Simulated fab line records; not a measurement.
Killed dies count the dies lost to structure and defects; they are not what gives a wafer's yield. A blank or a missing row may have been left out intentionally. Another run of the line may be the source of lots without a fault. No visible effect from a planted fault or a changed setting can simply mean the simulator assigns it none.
Code-filled problem report in 8D (eight disciplines) form :: flow n5-finfet :: the parts of the form that need people (team, actions taken, sign-off) are left out

1. WHAT IS WRONG
Mean of killed_at_M4_up at N5_PASSIVATION_PROBE_49: 132 across 2 wafers in 2 lots; on wafers with no fault it is 13 (standard deviation 5.8). That is +21 standard deviations from the usual mean.
The first sign was on wafer L879.2 at day 14 01:59, on prober-01. At this step, 6 wafers from 2 lots have a number in the record. The rule behind "out" and "out of limits": a value lying over 4 standard deviations away from the usual mean. The rest of the wafers with a number are treated as sound.

2. WHAT THIS IS AND IS NOT
question: which readings at this step
is: killed_at_M4_up, defect-limited-yield, killed-dies, killed-on-rim, sort_bin_5_function, sort-n-pass, sort-yield-pct
is not: killed_at_M0_to_M3, killed-at-contacts, killed-at-front-end, killed-at-other, killed-open, killed-short, sort_bin_6_memory

question: which lots
is: L879, L881
is not: -

question: which wafers of those lots
is: L879.2, L881.6
is not: L879.1, L879.3, L881.2, L881.5

question: read on which tools
is: prober-01
is not: -

question: when
is: from day 14 01:59
is not: up to then (1 sound wafer); but 3 sound wafers of L879, L881 came after

3. SUSPECTS, AND WHAT RULES EACH OUT
Counting: a tool at a process step up to the reading stays a suspect if it ran every lot that is out. Sound lots after the first of them don't rule it out here, since some wafers of a struck lot are sound.
- pvd-sputter-02 at N5_BEOL_M12_SPUTTER_43 (material TaN, target thk 15 nm, time 24.19 s): kept. It ran every lot that is out, first L879 (day 12 18:49).
- prober-01 at N5_PASSIVATION_PROBE_49: kept. It ran every lot that is out, first L879 (day 14 01:56). Out on those wafers are its own readings of defect-limited-yield, killed_at_M4_up, killed-dies, killed-on-rim, sort_bin_5_function, sort-n-pass, sort-yield-pct.
Left after counting: pvd-sputter-02 at N5_BEOL_M12_SPUTTER_43, prober-01 at N5_PASSIVATION_PROBE_49.

4. THE CAUSE (what the simulator had put in)
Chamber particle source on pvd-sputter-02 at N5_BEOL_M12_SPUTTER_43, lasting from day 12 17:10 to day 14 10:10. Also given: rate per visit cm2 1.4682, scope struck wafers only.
Counting left 2 suspects, and this tool is among them.

5. THE EFFECT CHAIN, in route order
Each row: a reading whose mean over the struck wafers that have a number lies more than 3 standard deviations from the usual. Only readings whose record carries a usual standard deviation are examined. hours: median over the lots of the time between each lot's start at the first step of this table that gives one and its start at this step. sigmas: the change, counted in usual standard deviations.
hours: 0
step: N5_PASSIVATION_PROBE_49
reading: defect-limited-yield
usual: 91.2 %
on struck wafers: 81.5
change: -9.7
sigmas: -6.9

hours: 0
step: N5_PASSIVATION_PROBE_49
reading: killed_at_M4_up
usual: 13
on struck wafers: 132
change: +120
sigmas: +21

hours: 0
step: N5_PASSIVATION_PROBE_49
reading: killed-dies
usual: 103
on struck wafers: 218
change: +114
sigmas: +7.2

hours: 0
step: N5_PASSIVATION_PROBE_49
reading: killed-on-rim
usual: 13
on struck wafers: 31
change: +18
sigmas: +5.3

hours: 0
step: N5_PASSIVATION_PROBE_49
reading: sort_bin_5_function
usual: 5.1 %
on struck wafers: 11.4
change: +6.3
sigmas: +6.9

hours: 0
step: N5_PASSIVATION_PROBE_49
reading: sort-n-pass
usual: 1077
on struck wafers: 962
change: -114
sigmas: -7.2

hours: 0
step: N5_PASSIVATION_PROBE_49
reading: sort-yield-pct
usual: 91.2 %
on struck wafers: 81.5
change: -9.7
sigmas: -6.9
Process steps it contains:
- N5_PASSIVATION_PROBE_49

6. HOW IT WOULD HAVE BEEN CAUGHT EARLIER
In this record the first reading out of limits was taken at day 14 01:59, 33 hours after the fault began at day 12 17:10.
An alarm limit of 4 standard deviations would not have fired on the tool readings at N5_BEOL_M12_SPUTTER_43 for which the record gives a usual standard deviation, since none of them was out on any struck wafer.
The start of N5_BEOL_M12_SPUTTER_43 on pvd-sputter-02 came by day 14 01:59 for every one of the lots that are out (2). Holding the tool at that point would not have protected any of them.
